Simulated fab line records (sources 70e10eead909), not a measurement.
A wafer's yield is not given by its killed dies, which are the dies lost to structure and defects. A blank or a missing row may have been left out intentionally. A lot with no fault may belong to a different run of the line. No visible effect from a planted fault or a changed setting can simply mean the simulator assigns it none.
Which tool did it?	flow nand harc	18 wafers from 6 lots sampled at 3 of the route's 1302 steps

WHAT EACH GAUGE READ, for each wafer
NHARC_P_ZERO_WELL_CD_MEAS_24: target cd 720 nm.
lot	measured	on	cd nm (nm)
L944	day 2 08:46	cd sem-03	720.5 719.2 718.6
L947	day 3 14:35	cd sem-02	719.5 720.9 717.1
L951	day 5 06:20	cd sem-03	721.1 721.2 720.6
L956	day 7 09:12	cd sem-03	718.4 728.8 730.3
L964	day 10 16:48	cd sem-03	722.4 718.5 720.6
L966	day 11 12:37	cd sem-02	717.1 716.6 719.1

WHICH TOOL RAN EACH LOT (tool, then ch and the chambers of the sampled wafers, then the start)
lot	NHARC_P_ZERO_WELL_ETCH_62	NHARC_P_ZERO_WELL_EXPOSE_21
L944	rie diel-02 ch 0,1,2, day 2 08:37 or earlier	krf scanner-03 ch 0, day 2 08:37
L947	rie diel-03 ch 1,2, day 3 14:25 or earlier	krf scanner-02 ch 0, day 3 14:25
L951	rie diel-02 ch 2,3, day 5 06:12 or earlier	krf scanner-03 ch 0, day 5 06:12
L956	rie diel-11 ch 0,2,3, day 7 09:03 or earlier	krf scanner-03 ch 0, day 7 09:03
L964	rie diel-11 ch 1,2,3, day 10 16:38 or earlier	krf scanner-02 ch 0, day 10 16:38
L966	rie diel-03 ch 1,2, day 11 12:28 or earlier	krf scanner-03 ch 0, day 11 12:28
- NHARC_P_ZERO_WELL_ETCH_62: etches the open film in CHF3/Ar, target depth 13 nm, time 6.5 s.
- NHARC_P_ZERO_WELL_EXPOSE_21: exposes mask P NWELL, target cd 720 nm.

THE ANSWER, worked out from the rows above alone
Rule: the lots themselves supply what counts as usual. The widest of any qualifying gaps counts: lots, ordered by their means at a reading, are off when they make up no more than a third of the lots, leave a main group of 4 or more, and stand apart from it by 3 or more times the standard deviation of that group's means. A main group whose means are all the same, to the digits that the tables above print for the reading, isn't used. A lot without any number at a reading at which 4 lots or more have one is off too. All remaining lots with rows at the step are treated as sound.
Off: L956, at NHARC_P_ZERO_WELL_CD_MEAS_24 (cd nm). The main group has a mean of 719.5 nm with a standard deviation of 1.2.
A tool fits if, at a process step before that reading, it ran every lot that is off, and no sound lot after the first of them. Those tools and the gauges at NHARC_P_ZERO_WELL_CD_MEAS_24 are tried in the same way. NHARC_P_ZERO_WELL_ETCH_62 gives no start for some lots, so the hours and the order of its lots are those of NHARC_P_ZERO_WELL_EXPOSE_21. Of those tried, none fits.

WHAT WAS PUT IN BY THE SIMULATOR
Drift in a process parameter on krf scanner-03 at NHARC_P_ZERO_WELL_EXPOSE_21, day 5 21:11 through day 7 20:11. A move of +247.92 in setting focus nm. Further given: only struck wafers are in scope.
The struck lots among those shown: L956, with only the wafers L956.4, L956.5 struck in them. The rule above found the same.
